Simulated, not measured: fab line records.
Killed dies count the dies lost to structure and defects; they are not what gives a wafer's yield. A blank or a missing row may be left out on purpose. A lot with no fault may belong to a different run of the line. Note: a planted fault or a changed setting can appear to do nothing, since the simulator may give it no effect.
Which of the tools did it? | flow n5Finfet | 72 wafers sampled from 24 lots at 1 step of a route of 1938

WHAT THE GAUGES SHOWED, per wafer
N5_BEOL_M4_OCD_MEAS_38.
lot  | measured     | on     | trenchDepthNm (nm)
L074 | day 7 19:52  | ocd-02 | 55.1 55.7 56.6
L077 | day 8 01:05  | ocd-02 | 55.2 56.0 56.2
L075 | day 8 01:27  | ocd-02 | 56.8 53.7 53.5
L076 | day 8 06:01  | ocd-02 | 55.9 56.9 53.6
L079 | day 9 03:34  | ocd-01 | 56.2 55.5 55.9
L080 | day 9 05:56  | ocd-01 | 56.1 55.4 56.7
L078 | day 9 07:11  | ocd-01 | 55.3 55.7 55.9
L081 | day 9 09:32  | ocd-01 | 55.8 54.9 54.9
L082 | day 9 10:19  | ocd-01 | 56.1 56.4 55.4
L083 | day 9 14:10  | ocd-01 | 56.3 54.2 53.7
L084 | day 9 18:47  | ocd-01 | 56.2 56.5 57.1
L085 | day 10 13:54 | ocd-02 | 57.5 56.2 56.0
L086 | day 10 17:26 | ocd-02 | 56.8 54.8 55.9
L087 | day 11 02:39 | ocd-01 | 55.6 56.2 52.9
L088 | day 11 07:44 | ocd-02 | 55.7 55.5 54.7
L090 | day 11 11:55 | ocd-01 | 55.9 56.9 55.7
L089 | day 11 18:37 | ocd-01 | 56.5 56.2 54.9
L091 | day 11 23:50 | ocd-01 | 55.5 54.6 54.5
L092 | day 12 01:16 | ocd-01 | 57.3 55.6 56.5
L093 | day 12 11:39 | ocd-02 | 54.5 55.6 55.6
L094 | day 12 18:19 | ocd-02 | 56.6 56.7 55.3
L095 | day 12 21:26 | ocd-01 | 55.1 54.6 54.1
L096 | day 13 09:38 | ocd-02 | 54.7 54.1 54.6
L097 | day 13 14:26 | ocd-02 | 54.2 54.2 54.8

TOOL THAT RAN EACH LOT (tool first, then ch and the chambers of the sampled wafers, then the start)
The record shows no process step preceding these readings.

AS READ BY THE TOOLS THEMSELVES (means over the sampled wafers that have a number; for cases with no such wafer, the mark the record gives instead)
The record holds no such reading with a usual standard deviation.

THE ANSWER, worked out from the rows above alone
Rule: usual is defined by the lots themselves. The widest of any qualifying gaps counts: lots, ordered by their means at a reading, are off when they make up no more than a third of the lots, leave a main group of 4 or more, and stand apart from it by 3 or more times the standard deviation of that group's means. A main group whose means are all the same, to the digits that the tables above print for the reading, isn't used. A lot without any number at a reading at which 4 lots or more have one is off too. Any other lot the step has rows for is counted as sound. First the gauges in route order, then the tools' own readings, where a lot's mean is used as printed above. The first step at which some lot is off is used, and at that step the reading that is off furthest; a lot without a number counts as furthest.
No lot is off at any reading shown: from this, nothing can be told.

WHAT THE SIMULATOR HAD INSERTED
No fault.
